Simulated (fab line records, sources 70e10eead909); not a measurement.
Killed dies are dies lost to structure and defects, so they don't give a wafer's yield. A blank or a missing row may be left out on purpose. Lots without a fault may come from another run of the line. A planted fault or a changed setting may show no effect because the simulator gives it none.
fab line records | flow nand_harc
record lots=6 wafers=14 last_day=24
route steps=1159 shown A_M1@1040 END@1159
lots that met no fault: from a run of the same line without faults
start_h: hours from the record's first day to the start of the lot's first wafer shown | wait_h: hours since the lot's step before | " the same as in the row above | L1.1+2: a row that stands for several wafers | - no value, or no start given | * or withheld: withheld | < > ~ a bound
route shown NAME@n: a module of which the file shows steps, and the number in the route of the first | usual: mean/standard deviation of fault-free wafers | same: alike in all rows | chamber/n: place in a boat | sites: the reading at each site | _std_site: their standard deviation | _edge_site: outer sites' mean less inner sites' | radius_mm: how far each site lies from the wafer's centre | mask NAME#n: copy n | behind: the tool/chamber that last shaped the wafer | hold: why the lot was held/for how many hours/how that ended | device: the transistor (n, p or np) that didn't switch | end of line: the same wafers' tests at the end of the route | a step without rows: its recipe alone | killed: dies lost to structure and defects at the first sort, not the wafer's yield | map: a wafer's dies, x killed, . not, _ none there
set.NAME: the setting as run; set.NAME@STEP: as run at that earlier step | model.NAME: the simulator's own value behind a step, which no gauge read
lots at some steps of the route; a table a step, a row a wafer
services: from which hour (start_h, from the record's first day; less than 0 if before it) a tool's chamber was out of use, for how many hours, and why
## steps
# step NHARC_A_M1_ETCH_35
# recipe target_depth_a=400 overetch_a=120 time_s=43.94 ion_energy_ev=200 n2_flow_sccm=150 h2_flow_sccm=150 ar_flow_sccm=0 rf_w=400 bias_w=150 chemistry=N2/H2
# usual chamber_pressure_mTorr=29.999/0.028 drypump_motor_current_A=5.9/0.42 oes_product_au=0.995/0.0067 rf_fwd_power_W=395.2/1.7 rf_vpp_V=430.8/2.1 showerhead_plenum_p_Torr=2.05/0.074 throttle_valve_pct=14.171/0.0094
# columns lot.wafer tool chamber start_h wait_h chamber_pressure_mTorr drypump_motor_current_A oes_product_au rf_fwd_power_W rf_hours_counter_h rf_vpp_V showerhead_plenum_p_Torr throttle_valve_pct
L390.1 rie_diel-03 1 417.00 0.1 29.989 6.2 0.990 394.9 2 429.9 2.04 14.159
L390.6 " 3 " " 30.019 6.3 0.994 396.2 - 435.1 2.11 14.167
L390.4 " 1 " " 29.987 6.2 0.989 394.4 - 431.2 2.04 14.175
L394.5 rie_diel-03 3 431.65 0.1 29.974 6.3 0.996 396.6 - 431.1 2.11 14.166
L394.6 " 1 " " 30.005 6.2 0.997 392.1 - 429.9 2.04 14.177
L394.4 " 2 " " 29.998 5.3 0.995 396.2 - 429.8 2.05 14.179
L401.6 rie_diel-03 0 468.78 0.1 30.000 6.2 0.981 395.0 - 432.7 2.11 14.179
L402.3 rie_diel-03 0 493.10 0.1 30.003 6.2 1.000 395.0 3 432.6 2.10 14.170
L407.1 rie_diel-10 3 513.47 0.1 30.005 5.9 0.997 394.3 4 427.2 1.92 14.191
L407.3 " 0 " " 30.006 5.4 0.991 394.8 3 430.9 2.04 14.168
L407.4 " 1 " " 30.035 5.6 0.985 397.2 4 429.8 1.99 14.150
L409.1 rie_diel-03 2 534.20 0.1 30.056 5.2 0.997 396.6 7 430.7 2.05 14.169
L409.2 " 3 " " 30.011 6.4 0.992 397.4 10 432.1 2.11 14.163
L409.4 " 0 " " 29.998 6.2 0.993 394.0 5 432.6 2.10 14.186
# step NHARC_A_M1_ETCH_15
# recipe target_depth_a=1825 time_s=91.2 c4f8_flow_sccm=withheld ar_flow_sccm=400 rf_w=600 bias_w=300 chemistry=C4F8/Ar
# step NHARC_A_M1_CD_MEAS_16
# usual cd_nm=120.1/0.63
# columns lot.wafer tool chamber start_h wait_h cd_nm
L390.1 cd_sem-02 - 417.23 - 120.1
L390.4 " - " " 120.9
L390.6 " - " " 120.3
L394.4 cd_sem-03 - 431.88 - 120.7
L394.5 " - " " 121.5
L394.6 " - " " 121.5
L401.6 cd_sem-01 - 468.99 - 119.6
L402.3 cd_sem-01 - 493.32 - 120.3
L407.1 cd_sem-01 - 513.69 - 120.2
L407.3 " - " " 120.3
L407.4 " - " " 120.8
L409.1 cd_sem-01 - 534.41 - 119.7
L409.2 " - " " 119.8
L409.4 " - " " 119.8
# step NHARC_A_M1_STRIP_18
# recipe power_w=1000 n2_flow_sccm=150 h2_flow_sccm=150 ar_flow_sccm=0 bias_w=0 chemistry=N2/H2
# step NHARC_A_M1_ETCH_28
# recipe target_depth_a=300 over_etch_frac=0.3 time_s=72.99 ion_energy_ev=150 cf4_flow_sccm=50 n2_flow_sccm=100 ar_flow_sccm=150 rf_w=300 bias_w=100 chemistry=CF4/N2
# usual chamber_pressure_mTorr=29.998/0.027 drypump_motor_current_A=5.8/0.4 oes_product_au=0.996/0.0068 rf_fwd_power_W=297.6/1.1 rf_vpp_V=313.9/1.8 showerhead_plenum_p_Torr=2.61/0.084 throttle_valve_pct=19.793/0.0091
# columns lot.wafer tool chamber start_h wait_h chamber_pressure_mTorr drypump_motor_current_A oes_product_au rf_fwd_power_W rf_hours_counter_h rf_vpp_V showerhead_plenum_p_Torr throttle_valve_pct
L390.1 rie_diel-03 2 - - 30.010 5.3 1.000 297.7 0.2 314.5 2.64 19.789
L390.6 " 3 " " 30.017 6.3 0.993 298.0 - 316.2 2.71 19.789
L390.4 " 2 " " 29.951 5.3 1.003 297.1 - 314.9 2.64 19.799
L394.4 rie_diel-10 0 - - 30.022 5.4 0.995 296.8 1.5 313.6 2.62 19.794
L394.5 " 1 " " 29.938 5.6 0.987 298.8 - 312.5 2.57 19.792
L394.6 " 2 " " 30.023 5.4 1.003 298.2 - 312.8 2.54 19.776
L401.6 rie_diel-03 3 - - 30.006 6.3 0.990 297.4 - 315.2 2.71 19.798
L402.3 rie_diel-10 0 - - 30.019 5.4 0.991 297.3 3.1 314.3 2.62 19.791
L407.1 rie_diel-10 3 - - 30.003 5.9 0.998 297.1 3.8 312.1 2.49 19.779
L407.3 " 0 " " 30.050 5.4 1.000 296.7 3.5 315.1 2.62 19.793
L407.4 " 1 " " 29.943 5.6 0.999 297.6 3.6 314.6 2.57 19.806
L409.4 rie_diel-08 0 - - 30.022 6.3 0.992 297.5 4.7 312.9 2.57 19.820
L409.1 " 2 " " 29.991 5.6 0.994 298.8 4.6 315.9 2.72 19.784
L409.2 " 3 " " 30.039 6.0 1.000 295.6 4.9 318.0 2.80 19.797
# step NHARC_A_M1_STRIP_19
# recipe time_s=600 temp_c=30 chemistry=post_etch_residue_remover
# step NHARC_A_M1_DEGAS_29
# recipe temp_c=250 time_s=60
# step NHARC_A_M1_PRE_CLEAN_30
# recipe time_s=30 temp_c=280 gas=H2/He
# usual heater_power_w=430/43
# columns lot.wafer tool chamber start_h wait_h heater_power_w
L390.4 pvd_sputter-03 - - - 376
L390.1 " - " " 396
L390.6 " - " " 388
L394.4 pvd_sputter-01 - - - 496
L394.5 " - " " 485
L394.6 " - " " 428
L401.6 pvd_sputter-03 - - - 363
L402.3 pvd_sputter-01 - - - 480
L407.1 pvd_sputter-01 - - - 455
L407.4 " - " " 496
L407.3 " - " " 440
L409.1 pvd_sputter-03 - - - 467
L409.4 " - " " 362
L409.2 " - " " 399
# step NHARC_A_M1_PVD_20
# recipe target_thk_a=50 bias_v=168.6 power_w=15000 chamber_pressure_pa=0.12 time_s=8.06 substrate_temp_c=50 material=TaN
# step NHARC_A_M1_PVD_21
# recipe target_thk_a=300 chamber_pressure_pa=5 power_w=5000 substrate_temp_c=30 time_s=20.49 material=Cu
# usual chamber_pressure_pa=5.000/0.0099 substrate_temp_c=29.99/0.096 throttle_valve_pct=30.4/1.2
# columns lot.wafer tool chamber start_h wait_h chamber_pressure_pa substrate_temp_c throttle_valve_pct
L390.1 pvd_sputter-03 - - - 5.001 29.99 28.7
L390.4 " - " " 5.022 30.16 29.1
L390.6 " - " " 5.008 29.97 28.5
L394.4 pvd_sputter-01 - - - 4.967 29.96 30.1
L394.6 " - " " 4.978 29.92 31.4
L394.5 " - " " 5.014 29.96 31.8
L401.6 pvd_sputter-03 - - - 4.983 29.95 31.0
L402.3 pvd_sputter-01 - - - 4.992 29.93 29.9
L407.3 pvd_sputter-01 - - - 4.997 30.01 31.4
L407.4 " - " " 4.983 29.85 31.5
L407.1 " - " " 5.004 29.82 30.2
L409.1 pvd_sputter-03 - - - 5.000 30.11 29.2
L409.4 " - " " 5.003 29.82 28.6
L409.2 " - " " 4.989 29.99 28.1
# step NHARC_A_M1_ECD_22
# recipe target_thk_a=4000 bath_temp_c=25 material=Cu
# step NHARC_A_M1_ANNEAL_31
# recipe temp_c=225 time_s=90
# step NHARC_A_M1_CMP_23
# recipe t_overpolish_s=20 target_thk_nm=154.34
# usual motor_current_A=12.0/0.84 time_to_endpoint_s=27.8/2.2
# columns lot.wafer tool chamber start_h wait_h motor_current_A time_to_endpoint_s
L390.4 cmp-01 2 419.37 - 12.6 27.8
L390.1 " 3 " " 12.1 25.7
L390.6 " 2 " " 11.8 29.5
L394.4 cmp-03 0 434.00 - 13.4 25.7
L394.5 " 1 " " 11.2 24.3
L394.6 " 2 " " 11.3 27.3
L401.6 cmp-01 0 471.17 - 11.8 37.5
L402.3 cmp-01 0 495.12 - 11.7 37.4
L407.3 cmp-03 3 515.51 - 12.1 22.1
L407.1 " 0 " " 12.4 25.6
L407.4 " 2 " " 11.7 28.1
L409.2 cmp-02 3 537.05 - 11.2 28.1
L409.4 " 0 " " 13.7 32.3
L409.1 " 2 " " 10.9 30.2
# step NHARC_A_M1_THK_MEAS_24
# recipe thk_meas_gauge=xrf
# usual thk_nm=154.2/1.4
# columns lot.wafer tool chamber start_h wait_h hold thk_nm
L390.1 film_metro-02 - 419.69 - - 155.9
L390.4 " - " " - 155.8
L390.6 " - " " - 155.4
L394.4 film_metro-02 - 434.24 - - 153.7
L394.5 " - " " - 151.3
L394.6 " - " " - 153.5
L401.6 film_metro-01 - 471.35 - - 159.2
L402.3 film_metro-01 - 495.44 - await_dispo/0.2h/release 159.7
L402.3 film_metro-01 - 495.61 0.2 - 159.2
L407.1 film_metro-01 - 515.82 - - 154.6
L407.3 " - " " - 152.7
L407.4 " - " " - 152.7
L409.1 film_metro-02 - 537.36 - - 158.2
L409.2 " - " " - 154.1
L409.4 " - " " - 156.3
# step NHARC_A_M1_SRD_25
# step NHARC_A_M1_INSPECT_27
# usual raw_defect_count=426/110
# columns lot.wafer tool chamber start_h wait_h hold raw_defect_count
L390.1 defect_inspect-02 - 419.84 0.0 - 301
L390.4 " - " " - 435
L390.6 " - " " - 534
L394.4 defect_inspect-02 - 434.39 0.0 - 436
L394.5 " - " " - 308
L394.6 " - " " - 285
L401.6 defect_inspect-02 - 471.51 0.0 await_dispo/0.2h/release 4707
L401.6 defect_inspect-02 - 471.68 0.2 - 4710
L402.3 defect_inspect-01 - 495.76 0.0 await_dispo/0.2h/release 4778
L402.3 defect_inspect-01 - 495.94 0.2 - 4784
L407.1 defect_inspect-01 - 515.98 0.0 - 334
L407.3 " - " " - 548
L407.4 " - " " - 262
L409.1 defect_inspect-01 - 537.52 0.0 - 473
L409.2 " - " " - 428
L409.4 " - " " - 603
# step NHARC_A_M1_PRE_CLEAN_32
# recipe time_s=12 temp_c=370 rf_power_w=300 gas=NH3
# usual heater_power_w=629/89 rf_fwd_power_W=292.6/0.87
# columns lot.wafer tool chamber start_h wait_h hold heater_power_w rf_fwd_power_W
L390.1 pecvd-02 0 420.82 1.0 - 763 293.8
L390.6 " 0 " " - 754 291.2
L390.4 " 1 " " - 728 293.2
L394.4 pecvd-04 2 434.51 0.1 - 637 291.9
L394.5 " 0 " " - 527 294.3
L394.6 " 1 " " - 693 292.2
L401.6 pecvd-02 0 474.06 2.4 await_dispo/2.2h/release 708 291.6
L402.3 pecvd-04 2 499.95 4.0 await_dispo/3.8h/release 734 294.1
L407.1 pecvd-04 1 516.05 0.1 - 604 292.6
L407.3 " 0 " " - 566 292.1
L407.4 " 1 " " - 603 292.9
L409.1 pecvd-01 2 537.59 0.1 - 594 292.4
L409.2 " 1 " " - 543 292.8
L409.4 " 2 " " - 574 292.8
# step NHARC_END_SORT_01
# recipe temp_c=25
# usual defect_limited_yield=95.0/1.7 killed_at_array=29/12 killed_at_other=0.7/1 killed_at_periphery=4/3.2 killed_dies=34/12 killed_open=3.4/2 killed_short=1.8/1.3 sort_bin_2_pct=1.6/0.7 sort_bin_3_pct=0.26/0.23 sort_bin_4_pct=3.1/1.1 sort_n_pass=643/12 sort_rim_yield_pct=96.4/2.6 sort_yield_pct=95.0/1.7
# same gross_dies=677 sort_bin_5_pct[%]=0 sort_bin_6_pct[%]=0 sort_bin_7_pct[%]=0 sort_bin_8_pct[%]=0 sort_rim_n_gross=106.00
# columns lot.wafer tool chamber start_h wait_h defect_limited_yield[%] killed_at_array killed_at_other killed_at_periphery killed_dies killed_open killed_short sort_bin_2_pct[%] sort_bin_3_pct[%] sort_bin_4_pct[%] sort_n_pass sort_rim_yield_pct[%] sort_yield_pct[%]
L401.6 prober-02 0 526.37 4.0 0 671 0 6 677 2 1 2.7 93.94 3.4 0 0 0
L402.3 prober-01 0 543.45 3.1 0 674 0 3 677 2 0 0.3 96.75 3.0 0 0 0
# killed by level:class
L401.6 A_M1:area_cmp=635 A_CHANNEL_HOLE_D1:chamber_film_flake=12 A_SLIT:chamber_film_flake=12 A_CONTACT:chamber_film_flake=4 P_BONDPAD:chamber_film_flake=3 A_STAIRCASE:chamber_film_flake=3 A_M0:chamber_film_flake=3 P_M0:geometric_particle:short=1
L402.3 A_M1:area_cmp=655 A_STAIRCASE:chamber_film_flake=8 A_CHANNEL_HOLE_D1:chamber_film_flake=6 A_CONTACT:chamber_film_flake=4 P_ZERO_WELL:geometric_particle:open=1 A_WL_FILL:geometric_particle:open=1 P_CONTACT:chamber_film_flake=1 P_M2:chamber_film_flake=1
# map L401.6 (x killed, . not)
____________x____________
_________xxxxxxx_________
_______xxxxxxxxxxx_______
______xxxxxxxxxxxxx______
_____xxxxxxxxxxxxxxx_____
____xxxxxxxxxxxxxxxxx____
____xxxxxxxxxxxxxxxxx____
___xxxxxxxxxxxxxxxxxxx___
___xxxxxxxxxxxxxxxxxxx___
__xxxxxxxxxxxxxxxxxxxxx__
__xxxxxxxxxxxxxxxxxxxxx__
_xxxxxxxxxxxxxxxxxxxxxxx_
_xxxxxxxxxxxxxxxxxxxxxxx_
_xxxxxxxxxxxxxxxxxxxxxxx_
_xxxxxxxxxxxxxxxxxxxxxxx_
_xxxxxxxxxxxxxxxxxxxxxxx_
xxxxxxxxxxxxxxxxxxxxxxxxx
xxxxxxxxxxxxxxxxxxxxxxxxx
xxxxxxxxxxxxxxxxxxxxxxxxx
xxxxxxxxxxxxxxxxxxxxxxxxx
xxxxxxxxxxxxxxxxxxxxxxxxx
_xxxxxxxxxxxxxxxxxxxxxxx_
_xxxxxxxxxxxxxxxxxxxxxxx_
_xxxxxxxxxxxxxxxxxxxxxxx_
_xxxxxxxxxxxxxxxxxxxxxxx_
_xxxxxxxxxxxxxxxxxxxxxxx_
__xxxxxxxxxxxxxxxxxxxxx__
__xxxxxxxxxxxxxxxxxxxxx__
___xxxxxxxxxxxxxxxxxxx___
___xxxxxxxxxxxxxxxxxxx___
____xxxxxxxxxxxxxxxxx____
____xxxxxxxxxxxxxxxxx____
_____xxxxxxxxxxxxxxx_____
______xxxxxxxxxxxxx______
_______xxxxxxxxxxx_______
_________xxxxxxx_________
____________x____________
# map L402.3 (x killed, . not)
____________x____________
_________xxxxxxx_________
_______xxxxxxxxxxx_______
______xxxxxxxxxxxxx______
_____xxxxxxxxxxxxxxx_____
____xxxxxxxxxxxxxxxxx____
____xxxxxxxxxxxxxxxxx____
___xxxxxxxxxxxxxxxxxxx___
___xxxxxxxxxxxxxxxxxxx___
__xxxxxxxxxxxxxxxxxxxxx__
__xxxxxxxxxxxxxxxxxxxxx__
_xxxxxxxxxxxxxxxxxxxxxxx_
_xxxxxxxxxxxxxxxxxxxxxxx_
_xxxxxxxxxxxxxxxxxxxxxxx_
_xxxxxxxxxxxxxxxxxxxxxxx_
_xxxxxxxxxxxxxxxxxxxxxxx_
xxxxxxxxxxxxxxxxxxxxxxxxx
xxxxxxxxxxxxxxxxxxxxxxxxx
xxxxxxxxxxxxxxxxxxxxxxxxx
xxxxxxxxxxxxxxxxxxxxxxxxx
xxxxxxxxxxxxxxxxxxxxxxxxx
_xxxxxxxxxxxxxxxxxxxxxxx_
_xxxxxxxxxxxxxxxxxxxxxxx_
_xxxxxxxxxxxxxxxxxxxxxxx_
_xxxxxxxxxxxxxxxxxxxxxxx_
_xxxxxxxxxxxxxxxxxxxxxxx_
__xxxxxxxxxxxxxxxxxxxxx__
__xxxxxxxxxxxxxxxxxxxxx__
___xxxxxxxxxxxxxxxxxxx___
___xxxxxxxxxxxxxxxxxxx___
____xxxxxxxxxxxxxxxxx____
____xxxxxxxxxxxxxxxxx____
_____xxxxxxxxxxxxxxx_____
______xxxxxxxxxxxxx______
_______xxxxxxxxxxx_______
_________xxxxxxx_________
____________x____________
## services
# columns tool chamber start_h hours kind
rie_diel-03 2 400.10 14.8 repair
pecvd-04 2 414.33 10.2 repair
pecvd-01 - 418.00 13.0 pm
cmp-02 - 422.50 4.0 pm
rie_diel-08 3 431.68 15.6 repair
cmp-03 - 440.93 2.2 repair
rie_diel-10 1 441.33 2.3 repair
pvd_sputter-03 - 444.97 5.4 repair
pecvd-02 1 448.29 5.9 repair
cmp-03 - 451.48 4.0 pm
rie_diel-10 - 453.97 0.2 repair
pvd_sputter-03 - 458.00 10.0 pm
cmp-01 - 465.55 1.0 repair
pvd_sputter-01 - 472.80 9.2 repair
pecvd-04 - 473.31 0.7 repair
cmp-01 - 473.59 4.0 pm
rie_diel-03 2 474.74 12.6 repair
cmp-01 - 481.01 2.6 repair
cmp-01 - 512.69 1.9 repair
pecvd-02 - 515.40 13.0 pm
pvd_sputter-03 - 515.57 6.9 repair
pvd_sputter-01 - 527.17 10.0 pm
rie_diel-10 - 530.50 9.0 pm
pecvd-02 - 535.58 0.5 repair
## key
first_sign step=NHARC_A_M1_CMP_23 reading=time_to_endpoint_s direction=up sigmas=4.3 usual=* struck=*
effect step=NHARC_A_M1_THK_MEAS_24 reading=visit direction=added
effect step=NHARC_A_M1_INSPECT_27 reading=visit direction=added
effect step=NHARC_A_M1_INSPECT_27 reading=raw_defect_count direction=up sigmas=39 usual=426 struck=4742
effect step=NHARC_END_SORT_01 reading=sort_bin_3_pct direction=up sigmas=99+ usual=0.26 struck=95.35
more_kills_born_at NHARC_A_M1_CMP_23@cmp-01=1290
met_at NHARC_A_M1_CMP_23
struck_wafers L401.6,L402.3
later_rows_left_out L401.6,L402.3
fault kind=process_parameter_drift tool=cmp-01 chamber=0 onset_h=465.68 steps=NHARC_A_M1_CMP_23 channel=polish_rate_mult offset=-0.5 shape=step end_h=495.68
# later_rows_left_out: the simulator's readings of these wafers behind a module that went badly wrong aren't trusted and aren't shown, but for the sort
